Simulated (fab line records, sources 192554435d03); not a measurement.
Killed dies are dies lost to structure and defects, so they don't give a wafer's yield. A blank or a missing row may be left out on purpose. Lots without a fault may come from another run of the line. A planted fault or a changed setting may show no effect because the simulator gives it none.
fab line records | flow n5_finfet | part 2 of 2: steps 5 to 6 of 6
record lots=24 wafers=72 last_day=18
route steps=1938 shown BEOL_M10@1483 BEOL_M11@1553
lots that met no fault: from a run of the same line without faults
start_h: hours from the record's first day to the start of the lot's first wafer shown | wait_h: hours since the lot's step before | " the same as in the row above | L1.1+2: a row that stands for several wafers | - no value, or no start given | * or withheld: withheld | < > ~ a bound
route shown NAME@n: a module of which the file shows steps, and the number in the route of the first | usual: mean/standard deviation of fault-free wafers | same: alike in all rows | chamber/n: place in a boat | sites: the reading at each site | _std_site: their standard deviation | _edge_site: outer sites' mean less inner sites' | radius_mm: how far each site lies from the wafer's centre | mask NAME#n: copy n | behind: the tool/chamber that last shaped the wafer | hold: why the lot was held/for how many hours/how that ended | device: the transistor (n, p or np) that didn't switch | end of line: the same wafers' tests at the end of the route | a step without rows: its recipe alone | killed: dies lost to structure and defects at the first sort, not the wafer's yield | map: a wafer's dies, x killed, . not, _ none there
set.NAME: the setting as run; set.NAME@STEP: as run at that earlier step | model.NAME: the simulator's own value behind a step, which no gauge read
steps of the route over a sample of lots; a table a step, a row a wafer
services: from which hour (start_h, from the record's first day; less than 0 if before it) a tool's chamber was out of use, for how many hours, and why
## steps
# step N5_BEOL_M11_ETCH_61
# recipe chemistry=CF4 target=SiARC target_depth_a=390 mask_material=CAR-ArF time_s=65 ion_energy_ev=80 pressure_mtorr=40 source_w=545 bias_w=36 Ar_flow_sccm=100 cf4_flow_sccm=100 ends=cleared
# usual drypump_motor_current_A=5.8/0.46 etch_rf_on_time_s=65.4/2 oes_product_au=0.65/0.078 rf_vpp_V=183.9/1.1 showerhead_plenum_p_Torr=2.14/0.07 throttle_valve_pct=15.79/0.25
# columns lot.wafer tool chamber start_h wait_h drypump_motor_current_A etch_rf_on_time_s oes_product_au rf_hours_counter_h rf_vpp_V showerhead_plenum_p_Torr throttle_valve_pct
L074.3 rie_diel-01 2 213.59 0.0 5.4 68.2 0.60 195 186.0 2.20 15.73
L074.5 " 0 " " 5.5 67.0 0.59 - 183.7 2.13 15.97
L074.6 " 1 " " 5.5 64.1 0.81 - 185.5 2.19 15.59
L076.1 rie_diel-06 3 224.36 0.0 5.9 61.7 0.66 140 183.2 1.98 15.35
L076.4 " 0 " " 6.5 62.3 0.65 198 182.5 2.04 15.38
L076.6 " 0 " " 6.5 61.6 0.64 - 183.1 2.04 15.34
L075.2 rie_diel-03 0 228.21 0.0 5.7 66.2 0.63 171 183.9 2.21 15.95
L075.5 " 2 " " 6.2 69.3 0.56 - 184.0 2.22 15.96
L075.6 " 1 " " 6.8 64.8 0.59 - 184.0 2.04 16.00
L077.2 rie_diel-01 2 235.81 0.0 5.4 67.6 0.60 203 185.7 2.20 15.75
L077.3 " 0 " " 5.5 67.1 0.58 241 184.9 2.13 15.99
L077.4 " 3 " " 5.4 64.8 0.64 152 183.8 2.16 16.05
L078.3 rie_diel-03 0 246.47 0.0 5.7 66.4 0.62 177 185.2 2.21 15.96
L078.4 " 3 " " 5.8 63.8 0.65 134 182.8 2.06 15.30
L078.6 " 2 " " 6.2 69.2 0.57 - 183.5 2.22 16.00
L079.1 rie_diel-01 2 251.29 0.0 5.4 67.5 0.59 208 184.0 2.20 15.76
L079.4 " 1 " " 5.5 64.3 0.79 19 185.6 2.19 15.59
L079.6 " 2 " " 5.4 66.3 0.60 - 184.4 2.20 15.75
L081.2 rie_diel-03 1 257.28 0.0 6.8 65.6 0.58 222 183.3 2.04 16.02
L081.4 " 0 " " 5.7 66.6 0.62 180 184.1 2.21 15.96
L081.6 " 0 " " 5.7 65.9 0.62 - 185.6 2.21 15.96
L080.1 rie_diel-03 2 266.98 0.0 6.2 68.8 0.56 228 183.3 2.22 16.00
L080.2 " 3 " " 5.8 64.5 0.66 138 181.9 2.06 15.33
L080.3 " 0 " " 5.7 67.7 0.62 182 185.6 2.21 15.97
L082.2 rie_diel-01 1 270.29 0.0 5.5 63.2 0.78 25 185.1 2.19 15.62
L082.3 " 3 " " 5.4 65.3 0.63 163 183.9 2.16 16.05
L082.6 " 2 " " 5.4 67.0 0.60 - 185.1 2.20 15.76
L083.1 rie_diel-01 3 279.09 0.0 5.4 65.6 0.63 167 183.9 2.15 16.07
L083.3 " 2 " " 5.4 66.8 0.60 217 184.4 2.20 15.76
L083.6 " 2 " " 5.4 66.6 0.60 - 184.0 2.20 15.77
L084.1 rie_diel-06 0 282.67 0.0 6.5 62.1 0.63 215 182.4 2.03 15.41
L084.2 " 2 " " 5.6 62.2 0.81 15 183.9 2.09 15.67
L084.5 " 2 " " 5.6 62.1 0.80 - 183.9 2.09 15.70
L086.2 rie_diel-01 2 291.05 0.0 5.4 67.0 0.60 221 185.6 2.20 15.78
L086.4 " 3 " " 5.4 64.3 0.63 - 184.1 2.15 16.09
L086.6 " 2 " " 5.4 67.6 0.58 - 184.6 2.20 15.78
L085.4 rie_diel-01 2 299.50 0.0 5.4 67.7 0.58 - 185.0 2.19 15.78
L085.5 " 3 " " 5.4 64.7 0.63 - 184.2 2.15 16.09
L085.6 " 1 " " 5.5 63.1 0.77 - 185.8 2.18 15.61
L088.1 rie_diel-01 2 300.14 0.0 5.4 67.4 0.59 226 184.3 2.19 15.79
L088.2 " 3 " " 5.4 64.2 0.63 175 184.6 2.15 16.09
L088.3 " 1 " " 5.5 63.0 0.76 35 183.4 2.18 15.63
L087.1 rie_diel-06 1 301.36 0.0 6.5 66.7 0.69 69 184.0 2.25 15.53
L087.2 " 3 " " 5.9 62.2 0.65 162 182.3 1.98 15.40
L087.3 " 2 " " 5.6 62.3 0.79 21 183.9 2.09 15.69
L089.1 rie_diel-03 2 309.65 0.0 6.2 68.3 0.56 239 184.2 2.21 16.02
L089.3 " 3 " " 5.8 63.5 0.64 150 184.0 2.06 15.35
L089.4 " 1 " " 6.7 65.2 0.58 236 183.2 2.04 16.05
L091.3 rie_diel-03 1 327.52 0.0 6.8 64.9 0.57 240 182.7 2.03 16.05
L091.4 " 0 " " 5.8 67.4 0.61 199 183.7 2.20 15.98
L091.6 " 1 " " 6.8 65.2 0.57 - 184.2 2.03 16.03
L090.2 rie_diel-03 1 338.36 0.0 6.8 64.9 0.58 244 180.8 2.03 16.06
L090.3 " 3 " " 5.8 63.6 0.64 158 183.5 2.06 15.36
L090.5 " 1 " " 6.8 64.8 0.57 - 183.8 2.03 16.06
L093.1 rie_diel-01 2 338.53 0.0 5.4 67.6 0.58 236 182.8 2.19 15.83
L093.4 " 3 " " 5.4 65.7 0.61 186 182.9 2.15 16.10
L093.6 " 0 " " 5.5 64.6 0.80 - 184.1 2.12 15.54
L092.2 rie_diel-03 1 343.89 0.0 6.8 64.4 0.58 246 182.1 2.03 16.05
L092.4 " 2 " " 6.2 69.1 0.55 249 184.9 2.21 16.03
L092.6 " 2 " " 6.2 69.1 0.55 - 184.0 2.21 16.02
L094.1 rie_diel-03 0 358.35 0.0 5.7 67.3 0.60 210 183.3 2.20 16.03
L094.2 " 3 " " 5.8 64.2 0.63 165 182.7 2.05 15.38
L094.3 " 1 " " 6.8 64.6 0.57 251 183.2 2.03 16.05
L096.2 rie_diel-01 2 363.20 0.0 5.4 67.4 0.58 242 184.7 2.19 15.81
L096.3 " 3 " " 5.4 65.4 0.61 193 183.7 2.14 16.12
L096.5 " 1 " " 5.5 63.2 0.74 - 184.8 2.18 15.67
L095.3 rie_diel-01 2 363.54 0.0 5.4 67.2 0.58 242 184.7 2.19 15.83
L095.5 " 0 " " 5.5 64.4 0.78 - 182.5 2.12 15.56
L095.6 " 3 " " 5.4 65.6 0.61 - 182.8 2.15 16.12
L097.2 rie_diel-01 0 370.29 0.0 5.5 64.6 0.78 19 182.3 2.12 15.55
L097.4 " 3 " " 5.4 65.5 0.61 195 183.8 2.14 16.14
L097.5 " 1 " " 5.5 63.5 0.73 - 183.0 2.18 15.69
# step N5_BEOL_M11_ETCH_65
# recipe chemistry=CF4 target=SiARC target_depth_a=390 mask_material=CAR-ArF time_s=65 ion_energy_ev=80 pressure_mtorr=40 source_w=545 bias_w=36 Ar_flow_sccm=100 cf4_flow_sccm=100 ends=cleared
# usual drypump_motor_current_A=5.9/0.45 etch_rf_on_time_s=64.6/2.1 oes_product_au=0.67/0.082 rf_vpp_V=183.9/1.3 showerhead_plenum_p_Torr=2.12/0.085 throttle_valve_pct=15.68/0.24
# columns lot.wafer tool chamber start_h wait_h drypump_motor_current_A etch_rf_on_time_s oes_product_au rf_hours_counter_h rf_vpp_V showerhead_plenum_p_Torr throttle_valve_pct
L074.3 rie_diel-01 2 214.84 0.0 5.4 66.8 0.61 196 184.4 2.20 15.72
L074.5 " 2 " " 5.4 66.1 0.61 - 185.1 2.20 15.73
L074.6 " 1 " " 5.5 63.5 0.82 - 185.0 2.19 15.59
L076.1 rie_diel-01 1 225.22 0.0 5.5 65.2 0.80 11 185.3 2.19 15.59
L076.4 " 2 " " 5.4 68.2 0.60 - 184.2 2.20 15.74
L076.6 " 0 " " 5.5 67.9 0.58 - 185.7 2.13 15.99
L075.2 rie_diel-06 3 230.96 0.0 5.9 62.4 0.66 142 183.5 1.98 15.37
L075.5 " 3 " " 5.9 62.2 0.66 - 181.8 1.98 15.36
L075.6 " 2 " " 5.6 62.4 0.84 - 184.7 2.10 15.65
L077.2 rie_diel-01 1 237.95 0.0 5.5 65.0 0.78 15 184.7 2.19 15.58
L077.3 " 3 " " 5.4 65.4 0.64 153 185.2 2.16 16.04
L077.4 " 0 " " 5.5 66.8 0.58 241 184.3 2.13 16.00
L078.3 rie_diel-01 2 249.39 0.0 5.4 67.5 0.59 207 184.4 2.20 15.74
L078.4 " 0 " " 5.5 66.1 0.58 245 183.9 2.13 15.98
L078.6 " 0 " " 5.5 66.6 0.58 - 183.0 2.13 16.01
L079.1 rie_diel-06 0 255.79 0.0 6.5 62.8 0.62 206 182.5 2.04 15.40
L079.4 " 1 " " 6.5 67.0 0.71 55 185.1 2.25 15.51
L079.6 " 1 " " 6.5 66.3 0.72 - 184.5 2.25 15.52
L081.2 rie_diel-01 1 260.60 0.0 5.5 63.4 0.78 21 185.2 2.19 15.62
L081.4 " 2 " " 5.4 66.3 0.60 210 184.5 2.20 15.76
L081.6 " 0 " " 5.5 65.9 0.58 - 183.1 2.13 16.00
L080.1 rie_diel-03 0 269.36 0.0 5.7 67.0 0.62 182 185.5 2.21 15.96
L080.2 " 3 " " 5.8 63.2 0.66 139 183.4 2.06 15.34
L080.3 " 1 " " 6.8 64.9 0.58 224 183.5 2.04 16.02
L082.2 rie_diel-06 3 271.36 0.0 5.8 62.4 0.65 152 181.4 1.98 15.39
L082.3 " 2 " " 5.6 62.5 0.81 12 184.1 2.09 15.68
L082.6 " 3 " " 5.8 62.6 0.65 - 181.2 1.98 15.39
L083.1 rie_diel-06 3 280.96 0.0 5.9 62.4 0.65 155 182.4 1.98 15.38
L083.3 " 0 " " 6.5 61.8 0.63 215 183.6 2.03 15.38
L083.6 " 3 " " 5.9 62.6 0.65 - 182.6 1.98 15.39
L084.1 rie_diel-06 3 285.03 0.0 5.9 62.6 0.64 157 181.3 1.98 15.39
L084.2 " 0 " " 6.5 62.0 0.64 216 181.4 2.03 15.39
L084.5 " 3 " " 5.8 62.2 0.64 - 183.2 1.98 15.39
L086.2 rie_diel-03 2 292.00 0.0 6.2 68.6 0.56 235 186.6 2.21 16.01
L086.4 " 1 " " 6.8 65.3 0.57 231 182.4 2.04 16.04
L086.6 " 2 " " 6.2 68.4 0.56 - 183.7 2.21 16.02
L088.1 rie_diel-01 2 302.34 0.0 5.4 66.6 0.59 226 184.6 2.19 15.78
L088.2 " 3 " " 5.4 64.5 0.63 176 183.4 2.15 16.08
L088.3 " 1 " " 5.5 63.1 0.77 35 185.6 2.18 15.62
L087.1 rie_diel-03 0 302.56 0.0 5.7 67.3 0.60 191 184.5 2.21 15.98
L087.2 " 1 " " 6.8 65.2 0.57 233 182.9 2.04 16.05
L087.3 " 2 " " 6.2 67.8 0.56 238 185.0 2.21 16.00
L085.4 rie_diel-06 0 302.84 0.0 6.6 61.4 0.63 221 183.4 2.03 15.40
L085.5 " 0 " " 6.6 61.8 0.63 - 183.7 2.03 15.40
L085.6 " 1 " " 6.5 67.3 0.70 - 186.1 2.25 15.53
L089.1 rie_diel-01 3 312.64 0.0 5.4 64.2 0.63 179 183.8 2.15 16.09
L089.3 " 1 " " 5.5 62.8 0.75 39 183.9 2.18 15.64
L089.4 " 0 " " 5.5 64.0 0.84 1 183.4 2.12 15.54
L091.3 rie_diel-01 3 329.44 0.0 5.4 64.7 0.63 184 183.1 2.15 16.10
L091.4 " 2 " " 5.4 67.0 0.58 234 185.1 2.19 15.80
L091.6 " 1 " " 5.5 63.7 0.74 - 184.1 2.18 15.64
L090.2 rie_diel-01 0 339.56 0.0 5.5 64.5 0.79 10 182.6 2.12 15.54
L090.3 " 3 " " 5.4 65.4 0.61 187 184.3 2.15 16.12
L090.5 " 3 " " 5.4 65.0 0.62 - 182.6 2.15 16.11
L093.1 rie_diel-06 3 339.83 0.0 5.9 62.5 0.64 174 180.8 1.97 15.42
L093.4 " 0 " " 6.5 62.2 0.62 234 183.6 2.03 15.43
L093.6 " 1 " " 6.5 67.1 0.69 - 186.7 2.24 15.59
L092.2 rie_diel-01 2 347.31 0.0 5.4 67.4 0.58 238 184.8 2.19 15.82
L092.4 " 0 " " 5.5 65.3 0.79 12 184.1 2.12 15.54
L092.6 " 2 " " 5.4 67.9 0.58 - 184.9 2.19 15.80
L094.1 rie_diel-06 3 362.21 0.0 5.9 61.9 0.64 181 183.1 1.97 15.43
L094.2 " 1 " " 6.5 66.0 0.68 87 185.8 2.24 15.58
L094.3 " 0 " " 6.5 60.6 0.63 240 182.4 2.02 15.45
L095.3 rie_diel-06 1 365.80 0.0 6.5 66.3 0.68 88 184.8 2.24 15.60
L095.5 " 1 " " 6.5 66.2 0.69 - 186.3 2.24 15.58
L095.6 " 0 " " 6.5 60.9 0.62 - 182.6 2.02 15.44
L096.2 rie_diel-03 1 365.93 0.0 6.8 65.2 0.57 253 180.8 2.03 16.07
L096.3 " 3 " " 5.9 65.2 0.62 167 183.1 2.05 15.39
L096.5 " 0 " " 5.8 67.8 0.60 - 183.1 2.20 16.02
L097.2 rie_diel-06 3 373.49 0.0 5.9 62.8 0.63 183 182.5 1.97 15.45
L097.4 " 3 " " 5.9 62.7 0.63 - 182.5 1.97 15.45
L097.5 " 0 " " 6.5 61.4 0.63 - 182.7 2.02 15.47
## services
# columns tool chamber start_h hours kind
rie_diel-06 2 198.77 - clean
rie_diel-06 - 199.41 3.9 repair
rie_diel-05 3 201.47 13.7 repair
rie_diel-01 3 207.40 19.4 repair
rie_diel-05 2 219.41 2.6 repair
rie_diel-02 3 230.91 5.1 repair
pecvd-01 - 238.21 2.8 pm
pecvd-01 - 243.67 0.6 repair
rie_diel-01 0 267.70 - clean
rie_diel-01 0 267.70 - consumable_replace:focus_ring
rie_diel-01 0 267.70 39.1 scheduled_down
rie_diel-01 0 267.70 39.1 vent_cycle
pecvd-03 0 283.70 23.4 repair
pecvd-04 - 285.18 6.0 pm
rie_diel-05 - 291.28 14.6 pm
rie_diel-01 1 293.98 4.3 repair
rie_diel-03 - 297.78 2.8 pm
rie_diel-04 3 317.19 18.4 repair
rie_diel-02 2 328.01 2.4 repair
rie_diel-01 - 333.66 2.8 pm
pecvd-03 - 338.65 6.0 pm
rtp_anneal-01 - 342.45 5.1 pm
rie_diel-04 3 352.07 12.2 repair
rie_diel-06 2 371.77 13.6 repair
